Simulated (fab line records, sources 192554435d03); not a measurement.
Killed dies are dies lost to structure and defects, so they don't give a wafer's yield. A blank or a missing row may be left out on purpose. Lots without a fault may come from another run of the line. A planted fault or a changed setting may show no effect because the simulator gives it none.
Chamber matching | flow n5_finfet | N5_FIN_SAQP_ETCH_69 on rie_diel-03: 4 sister chambers
The step etches SOC in N2/H2, stops on SiNx, target depth 150 nm. 4 wafers are shown with their chamber, then 12 later ones without.

WAFERS WITH THEIR CHAMBER
wafer  | chamber | drypump_motor_current_A (A)
L088.2 | 3       | 5.8
L090.2 | 0       | 6.2
L092.1 | 2       | 5.8
L092.5 | 1       | 4.8

WAFERS WITHOUT THEIR CHAMBER
wafer  | drypump_motor_current_A (A)
L093.4 | 6.3
L093.5 | 5.8
L093.6 | 5.8
L095.1 | 5.8
L095.4 | 4.9
L095.5 | 5.8
L096.1 | 6.2
L096.2 | 4.8
L096.6 | 5.8
L097.1 | 6.3
L097.3 | 5.8
L097.5 | 4.9

WHICH CHAMBER EACH WENT THROUGH
wafer  | from the rows above     | in truth
L093.4 | 0                       | 0
L093.5 | can't be placed: 2 or 3 | 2
L093.6 | can't be placed: 2 or 3 | 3
L095.1 | can't be placed: 2 or 3 | 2
L095.4 | 1                       | 1
L095.5 | can't be placed: 2 or 3 | 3
L096.1 | 0                       | 0
L096.2 | 1                       | 1
L096.6 | can't be placed: 2 or 3 | 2
L097.1 | 0                       | 0
L097.3 | can't be placed: 2 or 3 | 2
L097.5 | 1                       | 1
Placed correctly: 6 of 12. Can't be placed from these rows: 6 (the true chamber is among the candidates in 6). Placed wrongly: 0.
How it was worked out, from the rows above alone: a wafer's distance from a chamber is the root of the sum, over the readings, of the square of ((its reading less the chamber's mean) divided by the reading's scatter). The wafer belongs to the nearest chamber; if the next one is less than 2 further off, it can't be placed. A chamber's mean is the mean of its shown wafers. The scatter: with one shown wafer a chamber, the root of the mean of the squares of how far each hidden wafer lies from its nearest shown one.
